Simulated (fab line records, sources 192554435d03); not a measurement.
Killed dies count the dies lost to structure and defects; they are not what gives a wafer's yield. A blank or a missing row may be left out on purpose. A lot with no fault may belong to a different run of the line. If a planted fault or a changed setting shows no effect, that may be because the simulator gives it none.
Matching of chambers	flow n5_finfet	N5_BEOL_M3_ALD_84 on ald_metal-03: 4 sister chambers
The step deposits TaN, pulse time 2 s, purge time 3 s, co reactant purge time 2 s. 8 wafers are shown with their chamber, then 9 later ones without.

== EACH WAFER AND ITS CHAMBER ==
wafer	chamber	heater_power_w (W)	mfc_carrier_sccm (sccm)
L081.1	2	474	1501
L081.6	3	334	1504
L083.3	0	417	1498
L083.5	3	330	1487
L083.6	2	491	1503
L084.2	1	479	1504
L084.5	1	482	1492
L084.6	0	420	1502

== WAFERS WITHOUT THEIR CHAMBER ==
wafer	heater_power_w (W)	mfc_carrier_sccm (sccm)
L090.1	412	1494
L090.2	331	1504
L090.6	402	1497
L094.1	478	1493
L094.2	475	1497
L094.4	419	1502
L096.1	331	1500
L096.3	426	1495
L096.5	420	1492

== EACH ONE'S CHAMBER ==
wafer	from the rows above	in truth
L090.1	0	0
L090.2	3	3
L090.6	0	0
L094.1	can't be placed: 1 or 2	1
L094.2	can't be placed: 1 or 2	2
L094.4	0	0
L096.1	3	3
L096.3	0	0
L096.5	0	0
Correct placement for 7 of the 9. Can't be placed from these rows: 2 (the true chamber is among the candidates in 2). Number placed wrongly: 0.
How it was worked out, from the rows above alone: a wafer's distance from a chamber is the root of the sum, over the readings, of the square of ((its reading less the chamber's mean) divided by the reading's scatter). If the next closest chamber is less than 2 further off than the closest, the wafer can't be placed; otherwise it belongs to the closest. For every chamber, the mean is computed from those of its wafers that are shown. The scatter: the root of (the sum of the squares of (reading less its chamber's mean) over the shown wafers, divided by (wafers less chambers)).
